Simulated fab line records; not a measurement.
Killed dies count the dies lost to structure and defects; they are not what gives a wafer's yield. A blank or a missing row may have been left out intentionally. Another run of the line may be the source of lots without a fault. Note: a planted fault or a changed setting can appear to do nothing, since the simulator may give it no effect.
Chamber matching / flow n5 finfet / pecvd-04 running N5_BEOL_M4_DEP_57: 3 sister chambers
The step deposits SiCN from 3MS/NH3, target thk 8 nm, time 14 s. 14 wafers are shown with their chamber, then 7 later ones without.

WAFERS WITH THEIR CHAMBER
wafer=L078.2; chamber=0; throttle valve pct (%)=9.1; showerhead plenum p Torr (Torr)=3.650
wafer=L078.4; chamber=2; throttle valve pct (%)=8.6; showerhead plenum p Torr (Torr)=3.650
wafer=L078.6; chamber=0; throttle valve pct (%)=8.8; showerhead plenum p Torr (Torr)=3.660
wafer=L082.2; chamber=0; throttle valve pct (%)=9.1; showerhead plenum p Torr (Torr)=3.663
wafer=L082.4; chamber=2; throttle valve pct (%)=8.9; showerhead plenum p Torr (Torr)=3.659
wafer=L082.5; chamber=1; throttle valve pct (%)=9.2; showerhead plenum p Torr (Torr)=3.660
wafer=L087.3; chamber=1; throttle valve pct (%)=9.1; showerhead plenum p Torr (Torr)=3.663
wafer=L087.5; chamber=1; throttle valve pct (%)=9.0; showerhead plenum p Torr (Torr)=3.653
wafer=L087.6; chamber=2; throttle valve pct (%)=9.0; showerhead plenum p Torr (Torr)=3.654
wafer=L090.2; chamber=1; throttle valve pct (%)=9.1; showerhead plenum p Torr (Torr)=3.656
wafer=L090.3; chamber=2; throttle valve pct (%)=8.8; showerhead plenum p Torr (Torr)=3.651
wafer=L090.6; chamber=2; throttle valve pct (%)=8.8; showerhead plenum p Torr (Torr)=3.655
wafer=L092.1; chamber=1; throttle valve pct (%)=9.3; showerhead plenum p Torr (Torr)=3.653
wafer=L092.3; chamber=2; throttle valve pct (%)=8.6; showerhead plenum p Torr (Torr)=3.654

SIGNATURES (means of the wafers above)
reading=throttle valve pct; chamber 0=9.000; chamber 1=9.140; chamber 2=8.783; scatter within a chamber=0.148
reading=showerhead plenum p Torr; chamber 0=3.65767; chamber 1=3.65700; chamber 2=3.65383; scatter within a chamber=0.00449
Rule: for a wafer and a chamber, the distance is found by dividing, reading by reading, the gap between the wafer's reading and the chamber's mean by the reading's scatter, squaring, summing and taking the root. The wafer belongs to the nearest chamber; if the next one is less than 2 further off, it can't be placed. The scatter: the root of (the sum of the squares of (reading less its chamber's mean) over the shown wafers, divided by (wafers less chambers)).

WAFERS WHOSE CHAMBER IS MISSING
wafer=L092.6; throttle valve pct (%)=8.7; showerhead plenum p Torr (Torr)=3.649
wafer=L094.2; throttle valve pct (%)=9.0; showerhead plenum p Torr (Torr)=3.661
wafer=L094.3; throttle valve pct (%)=8.9; showerhead plenum p Torr (Torr)=3.637
wafer=L094.6; throttle valve pct (%)=8.9; showerhead plenum p Torr (Torr)=3.654
wafer=L095.1; throttle valve pct (%)=9.1; showerhead plenum p Torr (Torr)=3.651
wafer=L095.2; throttle valve pct (%)=9.0; showerhead plenum p Torr (Torr)=3.667
wafer=L095.5; throttle valve pct (%)=8.8; showerhead plenum p Torr (Torr)=3.659

THE CHAMBER EACH PASSED THROUGH
wafer=L092.6; from the rows above=can't be placed: 2 or 0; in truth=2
wafer=L094.2; from the rows above=can't be placed: 0 or 1 or 2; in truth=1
wafer=L094.3; from the rows above=can't be placed: 2 or 0 or 1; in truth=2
wafer=L094.6; from the rows above=can't be placed: 2 or 0 or 1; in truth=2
wafer=L095.1; from the rows above=can't be placed: 1 or 0 or 2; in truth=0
wafer=L095.2; from the rows above=can't be placed: 0 or 1 or 2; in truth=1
wafer=L095.5; from the rows above=can't be placed: 2 or 0 or 1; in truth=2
Correct placement for 0 of the 7. Can't be placed from these rows: 7 (the true chamber is among the candidates in 7). Placed wrongly: 0.
